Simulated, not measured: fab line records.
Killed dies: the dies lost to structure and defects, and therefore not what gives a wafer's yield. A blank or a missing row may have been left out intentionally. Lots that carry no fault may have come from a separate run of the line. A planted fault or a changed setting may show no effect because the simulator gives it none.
Chamber matching    flow n5Finfet    4 sister chambers for N5_BEOL_M3_VIA_ETCH_34 on rieDiel-06
The step etches the open film in C4F6/O2, target depth 69.4 nm, time 65.9 s. 14 wafers are shown with their chamber, then 6 later ones without.

== EACH WAFER AND ITS CHAMBER ==
wafer   chamber  throttleValvePct (%)  showerheadPlenumPTorr (Torr)  rfVppV (V)
L078.1  2        30.4                  2.87                          658
L078.2  3        31.6                  2.74                          650
L078.6  1        31.0                  2.93                          665
L081.2  0        31.0                  2.97                          679
L081.5  1        31.1                  2.93                          664
L081.6  2        30.4                  2.87                          658
L083.1  3        31.6                  2.74                          650
L083.2  0        31.0                  2.96                          678
L083.4  2        30.4                  2.87                          657
L088.1  1        31.1                  2.92                          662
L088.5  0        31.0                  2.96                          679
L088.6  3        31.6                  2.73                          650
L091.1  2        30.4                  2.86                          657
L091.2  0        31.0                  2.96                          678

SIGNATURES, as means of the wafers listed above
reading                chamber 0  chamber 1  chamber 2  chamber 3  scatter within a chamber
throttleValvePct       31.000     31.067     30.400     31.600     0.0258
showerheadPlenumPTorr  2.9625     2.9267     2.8675     2.7367     0.00532
rfVppV                 678.50     663.67     657.50     650.00     0.816
Rule: for each reading, subtract the chamber's mean from the wafer's reading, divide by that reading's scatter and square the result; add these up over the readings and take the root, which gives the wafer's distance from the chamber. The wafer belongs to the nearest chamber; if the next one is less than 2 further off, it can't be placed. How the scatter is found: for the shown wafers, subtract from each reading the mean of its chamber, square and add these, divide the total by (wafers less chambers), then take the root.

== WAFERS WITH NO CHAMBER GIVEN ==
wafer   throttleValvePct (%)  showerheadPlenumPTorr (Torr)  rfVppV (V)
L091.6  31.0                  2.96                          680
L094.2  31.0                  2.96                          680
L094.3  30.4                  2.86                          657
L094.5  31.6                  2.73                          648
L095.4  30.4                  2.85                          657
L095.6  31.6                  2.73                          649

== WHICH CHAMBER EACH ONE RAN IN ==
wafer   from the rows above  in truth
L091.6  0                    0
L094.2  0                    0
L094.3  2                    2
L094.5  3                    3
L095.4  2                    2
L095.6  3                    3
Correct placement for 6 of the 6. Number that these rows cannot place: 0. Placed wrongly: 0.
